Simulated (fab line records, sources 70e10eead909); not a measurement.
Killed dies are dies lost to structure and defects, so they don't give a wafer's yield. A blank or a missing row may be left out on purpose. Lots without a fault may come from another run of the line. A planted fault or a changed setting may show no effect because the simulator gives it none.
fab line records | flow nand_harc
record lots=24 wafers=72 last_day=34
route steps=1302 shown P_M0@269 A_CHANNEL_HOLE_D1@471 A_ONON_D2@565
lots that met no fault: from a run of the same line without faults
start_h: hours from the record's first day to the start of the lot's first wafer shown | wait_h: hours since the lot's step before | " the same as in the row above | L1.1+2: a row that stands for several wafers | - no value, or no start given | * or withheld: withheld | < > ~ a bound
route shown NAME@n: a module of which the file shows steps, and the number in the route of the first | usual: mean/standard deviation of fault-free wafers | same: alike in all rows | chamber/n: place in a boat | sites: the reading at each site | _std_site: their standard deviation | _edge_site: outer sites' mean less inner sites' | radius_mm: how far each site lies from the wafer's centre | mask NAME#n: copy n | behind: the tool/chamber that last shaped the wafer | hold: why the lot was held/for how many hours/how that ended | device: the transistor (n, p or np) that didn't switch | end of line: the same wafers' tests at the end of the route | a step without rows: its recipe alone | killed: dies lost to structure and defects at the first sort, not the wafer's yield | map: a wafer's dies, x killed, . not, _ none there
set.NAME: the setting as run; set.NAME@STEP: as run at that earlier step | model.NAME: the simulator's own value behind a step, which no gauge read
steps of the route over a sample of lots; a table a step, a row a wafer
services: from which hour (start_h, from the record's first day; less than 0 if before it) a tool's chamber was out of use, for how many hours, and why
## steps
# step NHARC_P_M0_CD_MEAS_16
# usual cd_nm=89.7/0.92
# columns lot.wafer tool chamber start_h wait_h cd_nm
L074.2 cd_sem-01 - 121.29 - 90.8
L074.3 " - " " 90.4
L074.4 " - " " 91.3
L075.1 cd_sem-01 - 131.42 - 89.6
L075.2 " - " " 89.0
L075.5 " - " " 89.0
L076.2 cd_sem-01 - 145.63 - 90.0
L076.3 " - " " 89.5
L076.5 " - " " 89.3
L077.3 cd_sem-02 - 146.12 - 89.7
L077.4 " - " " 91.1
L077.5 " - " " 90.0
L078.4 cd_sem-03 - 164.56 - 88.6
L078.5 " - " " 88.3
L078.6 " - " " 89.3
L079.1 cd_sem-01 - 170.30 - 91.0
L079.2 " - " " 90.8
L079.4 " - " " 89.6
L080.3 cd_sem-03 - 181.40 - 90.7
L080.4 " - " " 89.1
L080.6 " - " " 91.0
L081.1 cd_sem-02 - 186.66 - 89.0
L081.2 " - " " 89.5
L081.5 " - " " 88.9
L082.2 cd_sem-02 - 200.25 - 89.6
L082.3 " - " " 89.1
L082.4 " - " " 88.8
L083.2 cd_sem-03 - 208.62 0.1 90.1
L083.3 " - " " 90.5
L083.6 " - " " 89.2
L084.1 cd_sem-02 - 225.50 - 91.6
L084.3 " - " " 90.5
L084.6 " - " " 89.7
L085.1 cd_sem-03 - 232.60 - 90.5
L085.3 " - " " 89.2
L085.6 " - " " 89.6
L086.4 cd_sem-01 - 243.24 - 89.3
L086.5 " - " " 90.5
L086.6 " - " " 90.3
L087.2 cd_sem-03 - 246.93 - 90.8
L087.3 " - " " 89.8
L087.4 " - " " 89.5
L089.2 cd_sem-02 - 269.10 - 91.7
L089.4 " - " " 91.4
L089.5 " - " " 91.3
L088.2 cd_sem-01 - 270.03 - 90.2
L088.3 " - " " 89.6
L088.5 " - " " 89.6
L090.1 cd_sem-01 - 288.02 - 88.4
L090.4 " - " " 90.0
L090.5 " - " " 90.4
L091.1 cd_sem-01 - 295.38 - 89.0
L091.3 " - " " 87.6
L091.5 " - " " 88.4
L092.1 cd_sem-02 - 297.33 - 88.1
L092.3 " - " " 89.1
L092.5 " - " " 88.9
L093.3 cd_sem-01 - 310.78 - 88.9
L093.4 " - " " 89.1
L093.5 " - " " 89.2
L095.4 cd_sem-02 - 326.76 - 91.1
L095.5 " - " " 90.4
L095.6 " - " " 90.7
L094.2 cd_sem-02 - 327.10 - 89.9
L094.3 " - " " 88.2
L094.4 " - " " 90.0
L096.1 cd_sem-03 - 339.88 - 89.9
L096.3 " - " " 90.1
L096.6 " - " " 89.6
L097.3 cd_sem-03 - 357.73 - 89.3
L097.4 " - " " 89.7
L097.5 " - " " 89.4
# step NHARC_P_M0_ANNEAL_30
# recipe temp_c=225 time_s=90
# usual wafer_temp_C_max=225.9/0.46
# columns lot.wafer tool chamber start_h wait_h wafer_temp_C_max
L074.2 rtp_anneal-01 0 122.76 - 226.6
L074.3 " 0 " " 226.6
L074.4 " 0 " " 226.3
L075.1 rtp_anneal-02 0 132.87 0.3 226.1
L075.2 " 0 " " 225.5
L075.5 " 0 " " 225.7
L076.2 rtp_anneal-02 0 147.04 0.3 226.0
L076.3 " 0 " " 225.8
L076.5 " 0 " " 225.6
L077.3 rtp_anneal-02 0 147.57 - 225.6
L077.4 " 0 " " 225.5
L077.5 " 0 " " 225.5
L078.4 rtp_anneal-02 0 166.07 - 225.4
L078.5 " 0 " " 225.5
L078.6 " 0 " " 225.8
L079.1 rtp_anneal-01 0 171.70 - 226.2
L079.2 " 0 " " 225.8
L079.4 " 0 " " 225.8
L080.3 rtp_anneal-02 0 182.86 - 225.8
L080.4 " 0 " " 225.6
L080.6 " 0 " " 225.5
L081.1 rtp_anneal-01 0 188.12 0.4 226.9
L081.2 " 0 " " 226.8
L081.5 " 0 " " 226.0
L082.2 rtp_anneal-01 0 201.84 0.4 226.4
L082.3 " 0 " " 226.2
L082.4 " 0 " " 227.0
L083.2 rtp_anneal-02 0 210.02 - 225.8
L083.3 " 0 " " 225.7
L083.6 " 0 " " 226.0
L084.1 rtp_anneal-02 0 226.85 - 225.7
L084.3 " 0 " " 225.4
L084.6 " 0 " " 225.6
L085.1 rtp_anneal-01 0 233.97 0.3 226.2
L085.3 " 0 " " 226.4
L085.6 " 0 " " 226.5
L086.4 rtp_anneal-02 0 244.75 - 225.5
L086.5 " 0 " " 225.6
L086.6 " 0 " " 225.5
L087.2 rtp_anneal-02 0 248.53 0.4 225.7
L087.3 " 0 " " 225.7
L087.4 " 0 " " 225.6
L089.2 rtp_anneal-02 0 270.50 - 225.7
L089.4 " 0 " " 225.5
L089.5 " 0 " " 225.5
L088.2 rtp_anneal-02 0 271.44 - 225.4
L088.3 " 0 " " 225.5
L088.5 " 0 " " 225.3
L090.1 rtp_anneal-02 0 289.38 - 225.3
L090.4 " 0 " " 225.4
L090.5 " 0 " " 225.7
L091.1 rtp_anneal-02 0 296.74 0.3 225.5
L091.3 " 0 " " 225.3
L091.5 " 0 " " 225.8
L092.1 rtp_anneal-01 0 298.71 - 226.2
L092.3 " 0 " " 226.5
L092.5 " 0 " " 226.4
L093.3 rtp_anneal-02 0 312.22 - 225.5
L093.4 " 0 " " 225.5
L093.5 " 0 " " 225.6
L095.4 rtp_anneal-01 0 328.31 - 226.6
L095.5 " 0 " " 226.6
L095.6 " 0 " " 226.3
L094.2 rtp_anneal-02 0 328.55 - 225.8
L094.3 " 0 " " 225.9
L094.4 " 0 " " 225.7
L096.1 rtp_anneal-02 0 341.40 - 225.6
L096.3 " 0 " " 225.4
L096.6 " 0 " " 225.5
L097.3 rtp_anneal-02 0 359.19 - 225.9
L097.4 " 0 " " 225.7
L097.5 " 0 " " 225.9
# step NHARC_A_CHANNEL_HOLE_D1_ETCH_19
# recipe bias_v=1200 source_w=2500 pressure_mtorr=15 time_s=34.5 ar_flow_sccm=375 c4f8_flow_sccm=28.8 o2_flow_sccm=96.2 temp_c=-20 target_depth_a=* chemistry=C4F8/O2/Ar
# usual drypump_motor_current_A=6.1/0.36 he_backside_leak_sccm=6.3/0.74 o2_flow_sccm=96.18/0.26 showerhead_plenum_p_Torr=3.71/0.063 throttle_valve_pct=37.039/0.0086
# columns lot.wafer tool chamber start_h wait_h drypump_motor_current_A he_backside_leak_sccm o2_flow_sccm rf_hours_counter_h showerhead_plenum_p_Torr throttle_valve_pct
L074.2 har_etch-01 0 180.30 0.1 5.7 6.2 96.05 88 3.78 37.041
L074.4 " 0 " " 5.7 5.9 96.18 - 3.78 37.053
L074.3 " 1 " " 6.2 5.1 96.44 - 3.66 37.045
L075.2 har_etch-02 0 188.07 0.1 6.6 6.9 96.28 291 3.81 37.043
L075.1 " 1 " " 5.8 6.2 96.17 291 3.72 37.026
L075.5 " 1 " " 5.8 6.0 95.92 - 3.72 37.041
L076.2 har_etch-02 1 209.70 1.2 5.8 6.4 96.35 302 3.72 37.040
L076.3 " 0 " " 6.7 6.9 96.20 - 3.81 37.044
L076.5 " 0 " " 6.6 7.0 96.33 - 3.81 37.026
L077.4 har_etch-01 0 211.63 2.5 5.8 6.1 96.26 - 3.77 37.041
L077.3 " 1 " " 6.1 5.0 96.41 - 3.65 37.018
L077.5 " 0 " " 5.7 6.0 96.63 - 3.77 37.043
L079.2 har_etch-01 0 223.72 1.4 5.7 6.3 96.32 115 3.76 37.034
L079.1 " 1 " " 6.1 5.1 96.20 115 3.65 37.047
L079.4 " 0 " " 5.7 6.3 96.21 - 3.76 37.043
L078.4 har_etch-02 1 229.04 0.1 5.8 6.4 96.48 - 3.71 37.052
L078.6 " 1 " " 5.8 6.9 96.43 - 3.71 37.038
L078.5 " 0 " " 6.7 7.1 96.14 - 3.80 37.035
L081.1 har_etch-01 1 242.12 1.7 6.2 5.2 96.46 122 3.64 37.060
L081.2 " 0 " " 5.7 6.1 96.13 122 3.76 37.055
L081.5 " 1 " " 6.2 5.3 95.88 - 3.64 37.040
L080.4 har_etch-02 0 242.31 0.7 6.7 7.0 96.16 - 3.80 37.028
L080.3 " 1 " " 5.8 7.0 96.13 - 3.70 37.037
L080.6 " 1 " " 5.8 6.8 95.81 - 3.70 37.042
L082.2 har_etch-01 0 261.98 0.1 5.8 6.1 96.12 130 3.75 37.041
L082.3 " 1 " " 6.1 5.4 96.07 - 3.64 37.045
L082.4 " 0 " " 5.7 5.9 96.25 - 3.75 37.038
L083.2 har_etch-01 1 270.41 0.5 6.2 5.4 95.97 138 3.63 37.043
L083.3 " 1 " " 6.2 5.4 96.08 - 3.64 37.040
L083.6 " 0 " " 5.7 6.3 96.32 - 3.75 37.039
L084.1 har_etch-02 0 285.46 0.1 6.6 7.4 95.71 347 3.78 37.045
L084.3 " 1 " " 5.8 6.8 96.31 - 3.69 37.033
L084.6 " 0 " " 6.6 7.1 96.03 - 3.78 37.040
L085.1 har_etch-02 0 289.59 0.5 6.6 7.0 96.35 351 3.78 37.043
L085.3 " 0 " " 6.7 7.1 96.20 - 3.78 37.045
L085.6 " 0 " " 6.6 7.2 96.18 - 3.78 37.058
L086.4 har_etch-01 0 302.87 0.1 5.7 6.4 96.34 - 3.74 37.040
L086.5 " 1 " " 6.1 5.3 96.14 - 3.62 37.035
L086.6 " 0 " " 5.8 6.4 96.01 - 3.74 37.041
L087.2 har_etch-02 0 305.69 0.1 6.7 7.3 95.90 363 3.77 37.038
L087.3 " 0 " " 6.6 7.2 96.44 - 3.77 37.028
L087.4 " 1 " " 5.8 6.2 96.20 - 3.68 37.050
L088.2 har_etch-02 1 324.75 0.1 5.8 6.3 95.81 371 3.68 37.038
L088.3 " 0 " " 6.6 9.1 97.01 - 3.77 37.020
L088.5 " 1 " " 5.8 6.2 95.61 - 3.68 37.035
L089.2 har_etch-02 0 328.93 3.1 6.6 7.5 95.81 374 3.77 37.032
L089.4 " 0 " " 6.6 7.4 96.18 - 3.77 37.028
L089.5 " 1 " " 5.9 6.8 96.03 - 3.68 37.037
L090.1 har_etch-01 0 350.56 7.3 5.7 6.8 96.36 176 3.73 37.028
L090.4 " 1 " " 6.2 5.4 95.86 - 3.61 37.033
L090.5 " 0 " " 5.7 6.6 96.41 - 3.73 37.038
L092.1 har_etch-02 0 353.01 0.9 6.6 7.5 95.92 397 3.75 37.046
L092.3 " 0 " " 6.6 7.4 96.03 - 3.75 37.042
L092.5 " 0 " " 6.6 7.4 95.69 - 3.75 37.042
L091.1 har_etch-01 1 354.73 1.7 6.1 5.6 96.09 180 3.61 37.021
L091.3 " 1 " " 6.1 5.4 96.18 - 3.61 37.043
L091.5 " 0 " " 5.7 6.8 96.49 - 3.73 37.036
L093.4 har_etch-01 0 366.94 1.1 5.7 6.9 96.40 - 3.72 37.056
L093.3 " 1 " " 6.2 5.6 96.24 - 3.61 37.037
L093.5 " 0 " " 5.7 6.8 96.61 - 3.72 37.041
L095.4 har_etch-01 1 389.69 2.5 6.1 5.7 96.64 - 3.60 37.033
L095.5 " 0 " " 5.7 6.4 96.06 - 3.71 37.039
L095.6 " 1 " " 6.2 5.7 96.31 - 3.60 37.044
L094.2 har_etch-01 1 393.78 6.1 6.2 5.6 96.65 210 3.60 37.047
L094.3 " 1 " " 6.1 5.6 96.37 - 3.59 37.025
L094.4 " 0 " " 5.7 6.7 95.59 - 3.71 37.047
L096.1 har_etch-02 1 398.89 1.7 5.8 5.7 96.17 4 3.66 37.039
L096.3 " 0 " " 6.6 5.8 95.55 - 3.74 37.038
L096.6 " 0 " " 6.7 5.8 95.98 - 3.74 37.032
L097.4 har_etch-01 1 420.23 2.5 6.1 5.6 96.22 - 3.58 37.028
L097.3 " 0 " " 5.7 6.6 96.09 - 3.70 37.053
L097.5 " 1 " " 6.1 5.6 96.17 - 3.58 37.042
# step NHARC_A_CHANNEL_HOLE_D1_ETCH_22
# recipe bias_v=3000 source_w=withheld pressure_mtorr=20 time_s=666.7 ar_flow_sccm=375 c4f8_flow_sccm=89.3 o2_flow_sccm=35.7 temp_c=-20 target_depth_a=16000 chemistry=C4F8/O2/Ar
# usual drypump_motor_current_A=6.1/0.36 he_backside_leak_sccm=6.3/0.78 o2_flow_sccm=35.71/0.1 showerhead_plenum_p_Torr=3.67/0.06 throttle_valve_pct=32.154/0.0099
# columns lot.wafer tool chamber start_h wait_h drypump_motor_current_A he_backside_leak_sccm o2_flow_sccm rf_hours_counter_h showerhead_plenum_p_Torr throttle_valve_pct
L074.2 har_etch-01 0 181.17 0.4 5.7 6.2 35.65 89 3.73 32.162
L074.4 " 0 " " 5.8 5.9 35.71 - 3.73 32.151
L074.3 " 1 " " 6.1 5.0 35.58 - 3.62 32.157
L075.2 har_etch-02 0 188.93 0.4 6.7 6.9 35.79 291 3.77 32.161
L075.1 " 1 " " 5.8 5.6 35.65 291 3.68 32.163
L075.5 " 1 " " 5.8 5.7 35.72 - 3.68 32.177
L076.2 har_etch-02 1 210.64 0.4 5.8 5.9 35.80 303 3.67 32.158
L076.3 " 0 " " 6.7 6.7 35.60 - 3.76 32.146
L076.5 " 0 " " 6.7 6.9 35.56 - 3.76 32.155
L077.4 har_etch-01 0 212.65 0.4 5.7 5.9 35.77 - 3.73 32.165
L077.3 " 1 " " 6.1 5.3 35.63 - 3.62 32.145
L077.5 " 0 " " 5.7 6.2 35.61 - 3.73 32.144
L079.2 har_etch-01 0 224.58 0.4 5.7 6.0 35.73 115 3.72 32.155
L079.1 " 1 " " 6.1 5.4 35.69 115 3.61 32.150
L079.4 " 0 " " 5.7 6.2 35.61 - 3.72 32.152
L078.4 har_etch-02 1 230.07 0.4 5.8 6.4 35.85 - 3.67 32.152
L078.6 " 1 " " 5.8 6.5 35.84 - 3.67 32.153
L078.5 " 0 " " 6.6 7.0 35.73 - 3.75 32.142
L081.1 har_etch-01 1 242.98 0.4 6.1 5.1 35.78 123 3.60 32.144
L081.2 " 0 " " 5.7 6.2 35.81 123 3.71 32.148
L081.5 " 1 " " 6.1 5.4 35.82 - 3.60 32.149
L080.4 har_etch-02 0 243.33 0.4 6.7 6.9 35.65 - 3.75 32.151
L080.3 " 1 " " 5.8 9.9 35.72 - 3.66 32.147
L080.6 " 1 " " 5.8 6.5 35.72 - 3.66 32.146
L082.2 har_etch-01 0 262.92 0.4 5.7 6.3 35.68 131 3.71 32.165
L082.3 " 1 " " 6.1 5.1 35.77 - 3.60 32.147
L082.4 " 0 " " 5.7 5.9 35.67 - 3.71 32.141
L083.2 har_etch-01 1 271.35 0.4 6.1 5.4 35.60 139 3.60 32.160
L083.3 " 1 " " 6.1 5.1 35.54 - 3.60 32.166
L083.6 " 0 " " 5.7 6.3 35.73 - 3.71 32.156
L084.1 har_etch-02 0 286.39 0.4 6.7 7.2 35.95 348 3.74 32.157
L084.3 " 1 " " 5.8 6.8 35.65 - 3.65 32.162
L084.6 " 0 " " 6.7 7.0 35.85 - 3.74 32.150
L085.1 har_etch-02 0 290.54 0.4 6.7 7.1 35.85 352 3.73 32.150
L085.3 " 0 " " 6.6 7.2 35.69 - 3.74 32.153
L085.6 " 0 " " 6.7 7.2 35.69 - 3.74 32.153
L086.4 har_etch-01 0 303.98 0.4 5.8 6.4 35.66 - 3.70 32.154
L086.5 " 1 " " 6.1 5.5 35.61 - 3.59 32.149
L086.6 " 0 " " 5.8 6.4 35.63 - 3.70 32.156
L087.2 har_etch-02 0 306.55 0.4 6.6 7.3 35.80 364 3.73 32.162
L087.3 " 0 " " 6.6 7.3 35.68 - 3.73 32.158
L087.4 " 1 " " 5.8 6.5 35.75 - 3.64 32.156
L088.2 har_etch-02 1 325.62 0.4 5.8 6.5 35.57 371 3.64 32.133
L088.3 " 0 " " 6.6 7.2 35.82 - 3.73 32.159
L088.5 " 1 " " 5.8 6.3 35.68 - 3.64 32.148
L089.2 har_etch-02 0 329.88 0.4 6.6 7.1 35.83 375 3.72 32.151
L089.4 " 0 " " 6.7 7.2 35.92 - 3.72 32.157
L089.5 " 1 " " 5.8 6.6 35.94 - 3.63 32.180
L090.1 har_etch-01 0 351.42 0.4 5.7 6.5 35.74 177 3.69 32.159
L090.4 " 1 " " 6.2 5.5 35.69 - 3.58 32.146
L090.5 " 0 " " 5.8 6.3 35.58 - 3.69 32.127
L092.1 har_etch-02 0 354.76 0.7 6.6 7.5 35.67 399 3.71 32.160
L092.3 " 0 " " 6.7 7.3 35.76 - 3.71 32.153
L092.5 " 0 " " 6.6 7.4 35.84 - 3.71 32.161
L091.1 har_etch-01 1 355.68 0.4 6.2 5.4 35.72 181 3.57 32.165
L091.3 " 1 " " 6.2 5.5 35.76 - 3.57 32.168
L091.5 " 0 " " 5.7 6.3 35.89 - 3.68 32.155
L093.4 har_etch-01 0 367.97 0.4 5.7 6.8 35.87 - 3.68 32.152
L093.3 " 1 " " 6.1 5.5 35.77 - 3.57 32.166
L093.5 " 0 " " 5.7 6.6 35.69 - 3.68 32.169
L095.4 har_etch-01 1 390.79 0.4 6.1 5.5 35.58 - 3.56 32.157
L095.5 " 0 " " 5.7 6.6 35.81 - 3.67 32.159
L095.6 " 1 " " 6.2 5.5 35.64 - 3.56 32.155
L094.2 har_etch-01 1 394.65 0.4 6.2 5.5 35.68 211 3.56 32.178
L094.3 " 1 " " 6.2 5.3 35.75 - 3.56 32.154
L094.4 " 0 " " 5.7 6.5 35.61 - 3.67 32.155
L096.1 har_etch-02 1 399.84 0.4 5.8 5.5 35.71 4 3.62 32.148
L096.3 " 0 " " 6.6 5.9 35.76 - 3.70 32.145
L096.6 " 0 " " 6.6 5.9 35.71 - 3.70 32.158
L097.4 har_etch-01 1 421.24 0.4 6.1 5.9 35.64 - 3.55 32.137
L097.3 " 0 " " 5.7 6.9 35.58 - 3.66 32.154
L097.5 " 1 " " 6.1 6.0 35.52 - 3.55 32.149
# step NHARC_A_CHANNEL_HOLE_D1_ETCH_44
# recipe target_depth_a=1400 overetch_a=140 time_s=77 ion_energy_ev=100 cf4_flow_sccm=80 o2_flow_sccm=20 ar_flow_sccm=0 rf_w=300 bias_w=100 chemistry=CF4/O2
# usual drypump_motor_current_A=5.8/0.45 o2_flow_sccm=19.99/0.06 oes_f_703_au=1.000/0.0047 oes_product_au=1.002/0.01 rf_vpp_V=197.5/1.4 showerhead_plenum_p_Torr=1.32/0.061 throttle_valve_pct=13.397/0.0089
# columns lot.wafer tool chamber start_h wait_h drypump_motor_current_A o2_flow_sccm oes_f_703_au oes_product_au rf_hours_counter_h rf_vpp_V showerhead_plenum_p_Torr throttle_valve_pct
L074.2 rie_diel-07 2 185.04 0.1 5.5 19.96 1.004 0.987 5 197.9 1.30 13.389
L074.3 " 0 " " 6.0 20.10 1.002 0.997 5 197.0 1.29 13.394
L074.4 " 1 " " 5.3 20.13 0.993 0.998 5 198.7 1.29 13.400
L075.1 rie_diel-07 0 192.81 0.0 6.0 20.13 1.011 0.989 6 196.4 1.29 13.399
L075.2 " 2 " " 5.5 19.95 0.998 0.980 6 197.8 1.29 13.393
L075.5 " 1 " " 5.3 19.82 0.997 1.005 - 196.9 1.28 13.406
L076.3 rie_diel-07 0 214.41 0.1 6.0 19.92 0.999 1.004 8 197.0 1.29 13.400
L076.2 " 1 " " 5.3 20.06 1.002 1.015 7 197.9 1.28 13.404
L076.5 " 0 " " 5.9 19.96 1.008 0.994 - 197.6 1.29 13.390
L077.3 rie_diel-07 0 216.32 0.1 5.9 20.07 0.999 1.001 8 197.0 1.29 13.405
L077.4 " 1 " " 5.4 19.99 1.004 1.024 7 197.8 1.28 13.407
L077.5 " 3 " " 6.5 19.93 0.998 1.014 - 200.6 1.43 13.392
L079.2 rie_diel-07 1 228.45 0.0 5.3 19.97 1.000 1.016 8 197.3 1.28 13.411
L079.4 " 3 " " 6.5 20.08 0.998 1.005 9 199.3 1.43 13.399
L079.1 " 0 " " 6.0 20.08 1.003 1.008 9 198.0 1.29 13.396
L078.4 rie_diel-07 0 233.93 0.1 6.0 20.07 1.002 0.988 10 196.7 1.29 13.396
L078.6 " 1 " " 5.3 19.99 0.997 1.004 - 197.3 1.28 13.390
L078.5 " 2 " " 5.6 20.00 0.999 0.985 - 194.8 1.29 13.395
L081.2 rie_diel-07 1 246.89 0.1 5.3 19.92 1.002 1.004 11 195.7 1.28 13.388
L081.1 " 3 " " 6.5 19.90 1.003 0.999 11 199.6 1.43 13.397
L081.5 " 1 " " 5.3 20.04 1.001 1.002 - 197.1 1.28 13.386
L080.3 rie_diel-07 2 247.31 0.4 5.6 19.87 0.991 0.994 11 196.9 1.29 13.385
L080.4 " 0 " " 5.9 19.92 1.000 0.991 11 196.3 1.29 13.390
L080.6 " 2 " " 5.6 19.87 0.991 1.000 - 198.3 1.29 13.395
L082.4 rie_diel-07 3 266.70 0.1 6.5 19.96 1.002 1.008 13 198.6 1.43 13.398
L082.3 " 0 " " 6.0 20.08 1.006 0.993 14 197.1 1.29 13.411
L082.2 " 2 " " 5.5 20.00 1.000 0.993 13 195.4 1.29 13.405
L083.3 rie_diel-07 2 275.12 0.1 5.6 20.01 1.001 0.992 14 197.1 1.29 13.391
L083.2 " 3 " " 6.5 20.04 1.000 1.000 14 198.4 1.43 13.399
L083.6 " 1 " " 5.3 20.04 1.003 1.000 - 196.3 1.28 13.417
L084.1 rie_diel-13 2 290.13 0.1 5.3 19.90 1.004 1.005 37 196.9 1.28 13.390
L084.3 " 0 " " 6.3 19.96 1.002 0.998 43 197.8 1.33 13.390
L084.6 " 3 " " 5.4 20.00 1.002 1.003 - 199.2 1.39 13.402
L085.1 rie_diel-07 3 294.28 0.1 6.4 20.06 1.002 1.001 15 199.7 1.43 13.415
L085.3 " 1 " " 5.4 19.98 0.995 1.004 16 197.0 1.28 13.397
L085.6 " 0 " " 6.0 19.97 0.996 0.993 - 196.0 1.29 13.386
L086.5 rie_diel-07 1 307.60 0.1 5.3 20.13 0.994 1.018 - 196.1 1.28 13.400
L086.6 " 2 " " 5.6 19.98 0.994 1.006 - 196.8 1.29 13.388
L086.4 " 3 " " 6.5 19.93 1.005 1.019 - 200.5 1.43 13.399
L087.3 rie_diel-07 1 310.43 0.1 5.4 19.94 0.987 1.009 1 196.9 1.28 13.387
L087.2 " 2 " " 5.5 19.92 1.011 1.014 1 196.2 1.29 13.392
L087.4 " 2 " " 5.5 19.88 0.997 1.000 - 197.5 1.29 13.397
L088.3 rie_diel-07 0 329.47 0.1 5.9 19.93 0.994 0.990 2 197.6 1.29 13.402
L088.2 " 1 " " 5.3 20.03 1.004 1.000 3 197.0 1.28 13.428
L088.5 " 1 " " 5.3 19.94 0.995 1.008 - 196.6 1.28 13.404
L089.4 rie_diel-07 2 333.67 0.1 5.6 20.07 1.002 1.011 4 196.4 1.29 13.404
L089.2 " 3 " " 6.5 19.99 0.998 1.010 3 199.6 1.43 13.396
L089.5 " 0 " " 5.9 19.96 1.002 0.989 - 196.6 1.28 13.397
L090.4 rie_diel-07 3 355.27 0.0 6.4 20.07 0.990 1.008 6 199.9 1.42 13.399
L090.1 " 1 " " 5.3 19.99 0.999 1.005 6 197.6 1.28 13.386
L090.5 " 3 " " 6.5 20.08 1.000 1.025 - 200.6 1.42 13.387
L091.3 rie_diel-02 0 359.50 0.1 5.8 19.96 1.010 1.002 44 199.7 1.44 13.397
L091.1 " 1 " " 5.0 19.95 0.996 1.004 44 196.0 1.24 13.393
L091.5 " 3 " " 5.9 19.95 1.009 0.999 - 196.9 1.29 13.389
L092.3 rie_diel-13 1 361.93 0.1 6.3 19.94 1.001 1.005 2 196.3 1.25 13.381
L092.1 " 3 " " 5.4 19.99 0.997 1.015 2 198.6 1.39 13.406
L092.5 " 1 " " 6.3 19.98 1.002 1.001 - 196.1 1.25 13.400
L093.3 rie_diel-07 0 371.62 0.0 6.0 20.04 1.012 0.983 6 196.6 1.28 13.392
L093.4 " 1 " " 5.3 19.94 0.996 1.004 7 195.9 1.28 13.402
L093.5 " 1 " " 5.3 20.01 0.988 0.994 - 197.2 1.28 13.385
L095.4 rie_diel-07 1 394.34 0.1 5.3 20.05 1.002 1.010 8 197.0 1.28 13.406
L095.6 " 1 " " 5.3 19.97 0.997 1.010 - 196.6 1.28 13.398
L095.5 " 2 " " 5.5 19.94 1.001 1.001 - 197.6 1.29 13.396
L094.2 rie_diel-07 3 398.49 0.1 6.5 20.00 1.002 1.019 9 199.3 1.42 13.402
L094.3 " 0 " " 5.9 20.08 0.998 0.998 7 195.7 1.28 13.401
L094.4 " 1 " " 5.3 19.96 1.001 1.009 9 197.1 1.28 13.383
L096.1 rie_diel-07 0 403.59 0.1 5.9 19.98 1.000 0.987 7 195.5 1.28 13.406
L096.3 " 1 " " 5.3 19.98 1.004 1.003 9 196.7 1.28 13.405
L096.6 " 3 " " 6.4 20.03 0.997 1.003 - 197.7 1.42 13.391
L097.3 rie_diel-07 0 424.94 0.1 6.0 20.04 1.001 0.997 9 196.9 1.28 13.419
L097.4 " 1 " " 5.3 20.00 1.008 1.003 11 196.0 1.28 13.371
L097.5 " 3 " " 6.5 20.04 1.010 1.026 - 199.9 1.42 13.408
# step NHARC_A_ONON_D2_THK_MEAS_30
# recipe thk_meas_gauge=ellipsometry
# usual thk_nm=999/12
# columns lot.wafer tool chamber start_h wait_h thk_nm
L074.2 film_metro-01 - 288.69 - 994
L074.3 " - " " 997
L074.4 " - " " 996
L075.1 film_metro-01 - 294.57 - 1005
L075.2 " - " " 1006
L075.5 " - " " 1005
L076.2 film_metro-02 - 314.13 - 982
L076.3 " - " " 983
L076.5 " - " " 984
L077.3 film_metro-01 - 314.14 - 995
L077.4 " - " " 996
L077.5 " - " " 995
L079.1 film_metro-01 - 329.28 - 1013
L079.2 " - " " 1013
L079.4 " - " " 1013
L078.4 film_metro-02 - 335.55 - 996
L078.5 " - " " 994
L078.6 " - " " 994
L080.3 film_metro-01 - 350.91 - 987
L080.4 " - " " 987
L080.6 " - " " 986
L081.1 film_metro-01 - 350.92 - 989
L081.2 " - " " 990
L081.5 " - " " 989
L082.2 film_metro-01 - 363.91 - 998
L082.3 " - " " 1000
L082.4 " - " " 999
L083.2 film_metro-01 - 375.03 - 1007
L083.3 " - " " 1007
L083.6 " - " " 1005
L084.1 film_metro-01 - 390.97 - 986
L084.3 " - " " 985
L084.6 " - " " 985
L085.1 film_metro-01 - 402.77 - 1016
L085.3 " - " " 1017
L085.6 " - " " 1016
L087.2 film_metro-02 - 410.44 - 1001
L087.3 " - " " 1002
L087.4 " - " " 1004
L086.4 film_metro-01 - 410.47 - 994
L086.5 " - " " 994
L086.6 " - " " 996
L088.2 film_metro-01 - 433.48 - 986
L088.3 " - " " 987
L088.5 " - " " 987
L089.2 film_metro-01 - 437.37 - 1013
L089.4 " - " " 1013
L089.5 " - " " 1013
L090.1 film_metro-01 - 453.73 - 1014
L090.4 " - " " 1016
L090.5 " - " " 1014
L091.1 film_metro-02 - 453.76 - 984
L091.3 " - " " 984
L091.5 " - " " 983
L092.1 film_metro-01 - 464.76 - 1011
L092.3 " - " " 1010
L092.5 " - " " 1012
L093.3 film_metro-01 - 480.82 - 1022
L093.4 " - " " 1022
L093.5 " - " " 1021
L094.2 film_metro-01 - 498.11 - 1007
L094.3 " - " " 1008
L094.4 " - " " 1009
L095.4 film_metro-02 - 498.26 - 981
L095.5 " - " " 983
L095.6 " - " " 983
L096.1 film_metro-01 - 498.46 - 1006
L096.3 " - " " 1006
L096.6 " - " " 1006
L097.3 film_metro-01 - 519.69 - 986
L097.4 " - " " 986
L097.5 " - " " 986
## services
# columns tool chamber start_h hours kind
rie_diel-07 0 101.86 3.0 repair
rie_diel-07 - 117.30 9.0 pm
har_etch-02 - 121.30 3.1 repair
rie_diel-07 3 136.23 8.5 repair
rie_diel-02 1 149.41 5.6 repair
rie_diel-13 3 154.79 10.9 repair
rie_diel-13 2 160.84 3.0 repair
rie_diel-13 - 165.03 9.0 pm
rie_diel-02 1 195.38 15.9 repair
rie_diel-13 2 196.67 6.1 repair
rie_diel-02 0 200.28 5.6 repair
rie_diel-02 3 210.41 7.3 repair
rie_diel-13 1 216.15 3.1 repair
rie_diel-07 1 251.76 3.7 repair
rie_diel-13 2 257.45 5.0 repair
rie_diel-13 3 274.77 7.7 repair
rie_diel-07 0 296.34 14.7 repair
rie_diel-13 3 327.11 7.0 repair
rie_diel-13 - 344.18 9.0 pm
rie_diel-13 - 359.23 0.7 repair
rie_diel-13 2 366.09 6.4 repair
rtp_anneal-01 - 372.13 12.0 pm
har_etch-02 - 378.03 17.0 pm
rie_diel-13 - 423.11 5.7 repair
## key
fault none
